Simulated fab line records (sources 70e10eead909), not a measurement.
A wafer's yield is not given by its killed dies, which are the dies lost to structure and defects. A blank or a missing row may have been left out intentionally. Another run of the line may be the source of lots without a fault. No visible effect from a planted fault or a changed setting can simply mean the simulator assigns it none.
fab line records	flow nand-harc
record lots=13	wafers=39	last-day=23
route steps=1159 shown A_CHANNEL_FILL_D1@490 THIN_TSV@1124 END@1159
lots with no fault: from the same line, run without faults
start-h: hours from the record's first day to the start of the lot's first wafer shown	wait-h: how many hours have passed since the lot's step before this one	" repeats the value in the row above	L1.1+2: a row that stands for several wafers	- no value present, or no start provided	* or withheld: withheld	< > ~ a bound
route shown NAME@n: NAME is a module with steps in the file, n the number in the route of the first one	usual: average and standard deviation across the fault-free wafers	same: alike in all rows	chamber/n: place in a boat	sites: the reading at each site	_std_site: the values' standard deviation	_edge_site: the outer-site mean with the inner-site mean subtracted	radius-mm: for every site, how far away it sits from the centre of the wafer	mask NAME#n: copy n	behind: the tool/chamber that last shaped the wafer	hold: reason for holding the lot/hours on hold/outcome of the hold	device: which transistor (n, p or np) failed to switch	end of line: the tests these same wafers got at the end of their route	step lacking rows: just its recipe	killed: dies that structure and defects cost at the first sort, which is not the same as the wafer's yield	map: a wafer's dies, marking killed ones x, the rest . and places with no die _
set.NAME: the run value of the setting; set.NAME@STEP: its run value at that earlier step	model.NAME: the simulator's own value behind a step, which no gauge read
a sample of lots followed through the steps of the route, with each step as a table and each wafer as a row
services: the hour from which a tool's chamber was out of use, counted from the record's first day as start-h (under 0 if before that day), plus the number of hours and why
## steps
# step NHARC_A_CHANNEL_FILL_D1_PRECLEAN_00
# recipe time-s=*	temp-c=50	bath-age-min=0	chemistry=SC1
# same bath-age-min=0
lot.wafer	tool	chamber	start-h	wait-h
L783.5+2+4	wet-bench-02	5,6,1	178.92	0.1
L782.4+5+2	wet-bench-05	5,6,0	181.80	0.1
L786.3+5+1	wet-bench-06	4,5,1	207.28	0.0
L787.4+5+6	wet-bench-02	2,5,6	216.33	0.1
L788.5+4+3	wet-bench-02	0,1,2	216.81	0.1
L791.2+1+3	wet-bench-02	7,0,4	223.66	0.1
L789.5+2+3	wet-bench-05	4,7,0	227.67	0.0
L792.2+1+3	wet-bench-06	2,4,6	239.49	0.1
L793.2+1+6	wet-bench-06	1,2,3	241.35	0.1
L795.5+4+3	wet-bench-02	7,0,2	266.49	0.0
L798.4+3+2	wet-bench-02	3,5,6	273.12	0.1
L800.1+5+3	wet-bench-06	0,1,3	288.35	0.1
L801.3+5+6	wet-bench-02	1,2,5	292.54	0.0
# step NHARC_THIN_TSV_DEP_47
# recipe target-thk-a=2000	temp-c=withheld	pressure-torr=6.5	rf-w=900	teos-flow-sccm=161.4	flow-sccm=2650	target-thk-nm=200	gas=O2	material=SiO2
# usual chamber-pressure-Torr=6.500/0.015	throttle-valve-pct=16.1/0.68
lot.wafer	tool	chamber	start-h	wait-h	chamber-pressure-Torr	throttle-valve-pct
L783.2	pecvd-04	2	422.99	-	6.504	15.4
L783.4	"	1	"	"	6.493	17.2
L783.5	"	0	"	"	6.486	15.9
L782.2	pecvd-03	1	433.31	-	6.486	16.1
L782.4	"	2	"	"	6.482	16.1
L782.5	"	0	"	"	6.515	16.0
L786.1	pecvd-01	0	449.72	-	6.477	15.9
L786.3	"	0	"	"	6.489	15.7
L786.5	"	0	"	"	6.497	15.7
L788.3	pecvd-04	2	455.45	-	6.497	15.4
L788.5	"	2	"	"	6.474	15.1
L788.4	"	0	"	"	6.522	15.9
L787.4	pecvd-04	1	457.43	-	6.494	17.1
L787.5	"	2	"	"	6.513	15.1
L787.6	"	0	"	"	6.493	15.6
L791.3	pecvd-04	0	466.98	-	6.498	15.9
L791.1	"	1	"	"	6.487	16.9
L791.2	"	2	"	"	6.508	15.3
L789.3	pecvd-01	0	476.71	-	6.484	15.7
L789.2	"	1	"	"	6.534	17.0
L789.5	"	0	"	"	6.483	16.1
L793.1	pecvd-04	0	477.90	-	6.470	15.7
L793.2	"	2	"	"	6.519	15.1
L793.6	"	2	"	"	6.491	15.2
L792.2	pecvd-01	0	486.90	-	6.509	15.8
L792.1	"	1	"	"	6.486	16.9
L792.3	"	2	"	"	6.488	15.2
L795.3	pecvd-04	1	492.77	-	6.517	16.9
L795.4	"	2	"	"	6.510	15.3
L795.5	"	0	"	"	6.504	15.7
L798.3	pecvd-04	2	506.33	-	6.495	15.3
L798.2	"	1	"	"	6.500	17.2
L798.4	"	2	"	"	6.509	15.5
L800.1	pecvd-04	1	531.38	-	6.525	17.1
L800.3	"	2	"	"	6.505	15.4
L800.5	"	2	"	"	6.488	15.3
L801.3	pecvd-01	2	533.73	-	6.476	15.2
L801.5	"	2	"	"	6.493	15.2
L801.6	"	0	"	"	6.502	15.9
# step NHARC_THIN_TSV_STRIP_62
# recipe power-w=1500	temp-c=250	time-s=20	chemistry=N2/H2
# usual drypump-motor-current-A=5.65/0.26	heater-power-w=315/25
lot.wafer	tool	chamber	start-h	wait-h	drypump-motor-current-A	heater-power-w	rf-hours-counter-h
L783.2	plasma-asher-01	1	423.72	-	5.74	351	47
L783.4	"	1	"	"	5.71	352	-
L783.5	"	0	"	"	5.51	279	-
L782.2	plasma-asher-02	1	434.09	-	6.09	322	22
L782.4	"	1	"	"	6.11	317	-
L782.5	"	0	"	"	5.30	335	-
L786.1	plasma-asher-01	0	450.64	-	5.54	277	55
L786.3	"	0	"	"	5.54	284	-
L786.5	"	1	"	"	5.74	352	-
L788.3	plasma-asher-02	1	456.81	-	6.11	310	-
L788.4	"	0	"	"	5.30	348	-
L788.5	"	0	"	"	5.31	344	-
L787.4	plasma-asher-02	0	458.84	-	5.31	347	-
L787.6	"	0	"	"	5.30	346	-
L787.5	"	1	"	"	6.10	325	-
L791.2	plasma-asher-01	0	467.81	-	5.51	286	1
L791.1	"	1	"	"	5.71	337	1
L791.3	"	0	"	"	5.53	279	-
L789.2	plasma-asher-01	1	477.45	-	5.73	318	5
L789.3	"	0	"	"	5.50	282	-
L789.5	"	0	"	"	5.50	282	-
L793.1	plasma-asher-01	1	478.74	-	5.72	329	5
L793.2	"	0	"	"	5.52	289	5
L793.6	"	1	"	"	5.72	332	-
L792.2	plasma-asher-01	0	487.66	-	5.52	285	8
L792.1	"	1	"	"	5.73	331	8
L792.3	"	1	"	"	5.73	326	-
L795.3	plasma-asher-01	0	493.58	-	5.54	275	-
L795.4	"	1	"	"	5.74	326	-
L795.5	"	0	"	"	5.52	291	-
L798.2	plasma-asher-01	0	507.35	-	5.55	287	15
L798.4	"	0	"	"	5.50	287	-
L798.3	"	1	"	"	5.73	321	-
L800.1	plasma-asher-02	0	532.12	-	5.29	342	58
L800.3	"	0	"	"	5.29	335	-
L800.5	"	0	"	"	5.29	333	-
L801.3	plasma-asher-01	1	534.72	-	5.74	338	-
L801.6	"	1	"	"	5.72	330	-
L801.5	"	0	"	"	5.54	284	-
# step NHARC_THIN_TSV_DESCUM_35
# recipe time-s=3	o2-flow-sccm=200	ar-flow-sccm=0	bias-power-w=0	chemistry=O2
# usual drypump-motor-current-A=5.8/0.6	oes-product-au=1.005/0.012	rf-vpp-V=58.0/0.93	showerhead-plenum-p-Torr=1.95/0.077	throttle-valve-pct=11.310/0.0096
lot.wafer	tool	chamber	start-h	wait-h	drypump-motor-current-A	oes-product-au	rf-hours-counter-h	rf-vpp-V	showerhead-plenum-p-Torr	throttle-valve-pct
L783.2	rie-diel-03	3	427.17	-	5.3	1.000	3	57.2	1.92	11.311
L783.4	"	0	"	"	4.8	0.997	3	57.6	1.94	11.305
L783.5	"	3	"	"	5.3	1.003	-	56.6	1.92	11.319
L782.4	rie-diel-01	1	437.47	-	5.3	1.010	8	57.2	1.94	11.315
L782.2	"	2	"	"	6.0	0.989	7	57.6	1.79	11.308
L782.5	"	1	"	"	5.3	1.008	-	58.9	1.94	11.316
L786.1	rie-diel-01	2	454.13	-	6.0	0.982	8	55.1	1.79	11.317
L786.3	"	3	"	"	5.7	0.993	8	59.7	1.91	11.290
L786.5	"	3	"	"	5.7	0.989	-	58.4	1.91	11.296
L788.3	rie-diel-09	1	460.35	-	6.7	0.997	2	58.2	1.99	11.317
L788.4	"	3	"	"	6.0	1.012	2	59.1	2.05	11.284
L788.5	"	1	"	"	6.8	0.996	-	57.3	1.99	11.311
L787.4	rie-diel-09	0	462.17	-	5.9	0.985	3	58.5	1.99	11.327
L787.5	"	2	"	"	6.3	0.997	-	58.0	2.03	11.305
L787.6	"	3	"	"	5.9	1.018	-	58.6	2.05	11.305
L791.3	rie-diel-09	2	471.27	-	6.3	1.015	3	57.6	2.03	11.300
L791.2	"	3	"	"	5.9	1.009	3	59.3	2.05	11.310
L791.1	"	0	"	"	5.9	0.982	3	58.2	1.99	11.318
L789.3	rie-diel-09	2	480.83	-	6.3	1.010	4	57.6	2.03	11.315
L789.2	"	3	"	"	6.0	1.018	4	59.2	2.05	11.305
L789.5	"	2	"	"	6.3	1.014	-	58.8	2.03	11.299
L793.2	rie-diel-03	2	482.25	-	6.9	1.009	11	58.2	1.86	11.295
L793.1	"	0	"	"	4.8	0.997	11	58.0	1.94	11.297
L793.6	"	1	"	"	5.3	1.008	-	58.8	2.05	11.310
L792.3	rie-diel-09	1	491.13	-	6.7	1.016	4	58.4	1.99	11.306
L792.1	"	2	"	"	6.3	1.012	4	57.8	2.03	11.302
L792.2	"	0	"	"	5.9	0.997	5	58.5	1.99	11.321
L795.4	rie-diel-03	2	497.03	-	6.9	1.010	13	56.2	1.86	11.311
L795.3	"	1	"	"	5.3	0.993	13	57.9	2.05	11.315
L795.5	"	2	"	"	6.8	1.021	-	56.8	1.86	11.324
L798.4	rie-diel-03	2	510.97	-	6.8	1.008	15	57.4	1.86	11.305
L798.3	"	0	"	"	4.8	1.002	15	59.1	1.94	11.314
L798.2	"	1	"	"	5.3	0.993	14	57.2	2.05	11.305
L800.3	rie-diel-03	1	535.45	-	5.3	0.984	16	58.6	2.05	11.316
L800.1	"	2	"	"	6.9	1.011	17	55.9	1.86	11.293
L800.5	"	3	"	"	5.3	1.025	-	59.4	1.92	11.312
L801.3	rie-diel-01	2	538.15	-	6.0	1.009	2	55.9	1.79	11.306
L801.5	"	0	"	"	5.7	1.008	-	58.0	1.88	11.313
L801.6	"	2	"	"	6.0	1.014	-	58.0	1.79	11.301
# step NHARC_END_SORT_01
# recipe temp-c=25
# usual killed-at-array=27/10	killed-at-other=0.6/0.83	killed-at-periphery=2.4/1.8	killed-dies=30/10	killed-open=3.3/1.7	killed-short=1.8/1.4
# same gross-dies=677
lot.wafer	tool	chamber	start-h	wait-h	killed-at-array	killed-at-other	killed-at-periphery	killed-dies	killed-open	killed-short
L789.2	prober-02	0	494.26	2.8	9	2	4	15	2	0
L795.3	prober-02	0	510.72	3.1	32	0	2	34	3	2
L798.2	prober-01	0	522.95	2.8	126	0	0	126	0	2
L798.3	prober-01	0	523.75	3.1	73	0	0	73	2	5
L798.4	prober-01	0	524.55	3.4	130	0	0	130	1	3
L801.3	prober-01	0	553.29	3.1	141	0	1	142	2	3
L801.5	prober-01	0	554.88	3.7	100	1	1	102	4	1
L801.6	prober-01	0	555.68	4.0	83	0	3	86	4	2
# killed by level:class
L789.2 A_CHANNEL_HOLE_D1:chamber-film-flake=4 P_GATE:chamber-film-flake=2 A_STAIRCASE:chamber-film-flake=2 A_CONTACT:chamber-film-flake=2 THIN_TSV:chamber-film-flake=2 P_GATE:geometric-particle:open=1 A_BLC:geometric-particle:open=1 P_STI:chamber-film-flake=1
L795.3 A_CHANNEL_HOLE_D1:chamber-film-flake=18 A_CONTACT:chamber-film-flake=5 A_STAIRCASE:chamber-film-flake=3 A_ONON_D1:geometric-particle:short=1 A_WL_FILL:geometric-particle:short=1 A_CONTACT:geometric-particle:open=1 A_BLC:geometric-particle:open=1 A_M1:geometric-particle:open=1
L798.2 A_CHANNEL_FILL_D1:unspecified=89 A_SLIT:chamber-film-flake=15 A_CHANNEL_HOLE_D1:chamber-film-flake=6 A_STAIRCASE:chamber-film-flake=5 A_SGD_CUT:chamber-film-flake=3 A_CONTACT:chamber-film-flake=3 A_ZERO_WELL:chamber-film-flake=2 A_SLIT:geometric-particle:short=1
L798.3 A_CHANNEL_FILL_D1:unspecified=39 A_SLIT:chamber-film-flake=12 A_SGD_CUT:chamber-film-flake=5 A_CHANNEL_HOLE_D1:chamber-film-flake=4 A_CONTACT:chamber-film-flake=3 A_ZERO_WELL:chamber-film-flake=2 A_ONON_D1:geometric-particle:short=1 A_CHANNEL_FILL_D1:geometric-particle:short=1
L798.4 A_CHANNEL_FILL_D1:unspecified=95 A_SLIT:chamber-film-flake=19 A_STAIRCASE:chamber-film-flake=7 A_CHANNEL_HOLE_D1:chamber-film-flake=2 A_SGD_CUT:chamber-film-flake=2 A_ONON_D1:geometric-particle:short=1 A_WL_FILL:geometric-particle:short=1 A_WL_FILL:geometric-particle:open=1
L801.3 A_CHANNEL_FILL_D1:unspecified=89 A_CHANNEL_HOLE_D1:chamber-film-flake=28 A_SLIT:chamber-film-flake=17 A_STAIRCASE:chamber-film-flake=3 P_M1:geometric-particle:short=1 A_SOURCE_PLATE:geometric-particle:short=1 A_CHANNEL_FILL_D1:geometric-particle:short=1 A_WL_FILL:geometric-particle:open=1
L801.5 A_CHANNEL_FILL_D1:unspecified=60 A_CHANNEL_HOLE_D1:chamber-film-flake=18 A_SLIT:chamber-film-flake=16 P_GATE:geometric-particle:open=1 A_CHANNEL_HOLE_D1:geometric-particle:short=1 A_CHANNEL_HOLE_D1:geometric-particle:open=1 A_CONTACT:geometric-particle:open=1 STARTING-WAFER:geometric-particle:open=1
L801.6 A_CHANNEL_FILL_D1:unspecified=38 A_CHANNEL_HOLE_D1:chamber-film-flake=23 A_SLIT:chamber-film-flake=11 A_STAIRCASE:chamber-film-flake=5 P_GATE:chamber-film-flake=2 P_GATE:geometric-particle:open=1 A_CHANNEL_FILL_D1:geometric-particle:short=1 A_CHANNEL_FILL_D1:geometric-particle:open=1
## services
tool	chamber	start-h	hours	kind
pecvd-04	2	175.16	15.6	repair
wet-bench-02	-	180.00	8.0	pm
rie-diel-09	2	181.93	8.8	repair
plasma-asher-02	-	183.00	9.0	pm
pecvd-04	-	195.00	13.0	pm
rie-diel-03	0	198.91	7.0	repair
rie-diel-03	-	204.02	1.9	repair
rie-diel-09	0	217.68	3.2	repair
rie-diel-09	0	226.98	2.1	repair
pecvd-01	-	237.31	13.0	pm
rie-diel-09	-	254.12	9.0	pm
plasma-asher-01	-	276.27	9.0	pm
pecvd-04	1	290.46	14.5	repair
rie-diel-09	0	298.13	4.3	repair
wet-bench-02	-	356.00	8.0	pm
rie-diel-09	-	370.91	1.0	repair
pecvd-04	-	376.00	13.0	pm
rie-diel-03	-	392.31	9.0	pm
rie-diel-09	-	431.12	9.0	pm
plasma-asher-01	-	431.91	2.3	repair
plasma-asher-01	-	453.54	9.0	pm
rie-diel-03	-	512.05	0.4	repair
pecvd-04	-	529.45	0.6	repair
wet-bench-02	-	532.00	8.0	pm
## key
first-sign step=NHARC_END_SORT_01	reading=killed-at-array	direction=up	sigmas=8	usual=27	struck=109
effect step=NHARC_END_SORT_01	reading=killed-dies	direction=up	sigmas=7.8	usual=30	struck=110
more-kills-born-at NHARC_A_CHANNEL_FILL_D1_PRECLEAN_00@wet-bench-02=410
met-at NHARC_A_CHANNEL_FILL_D1_PRECLEAN_00
struck-lots L798,L801
tester-left-out L798,L801
not-acting-at NHARC_THIN_TSV_DEP_47,NHARC_THIN_TSV_STRIP_62,NHARC_THIN_TSV_DESCUM_35
onset-between 266.49 273.12
fault kind=chamber-particle-source	tool=wet-bench-02	chamber=-	onset-h=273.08	steps=NHARC_A_CHANNEL_FILL_D1_PRECLEAN_00	rate-per-visit-cm2=1.0375	end-h=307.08
# tester-left-out: of these lots the tester's yield and bins aren't shown, on N5 and GAA mostly nor the transistor test; their killed dies are dies lost to structure and defects alone, not to doping, threshold or leakage, so they don't give the yield
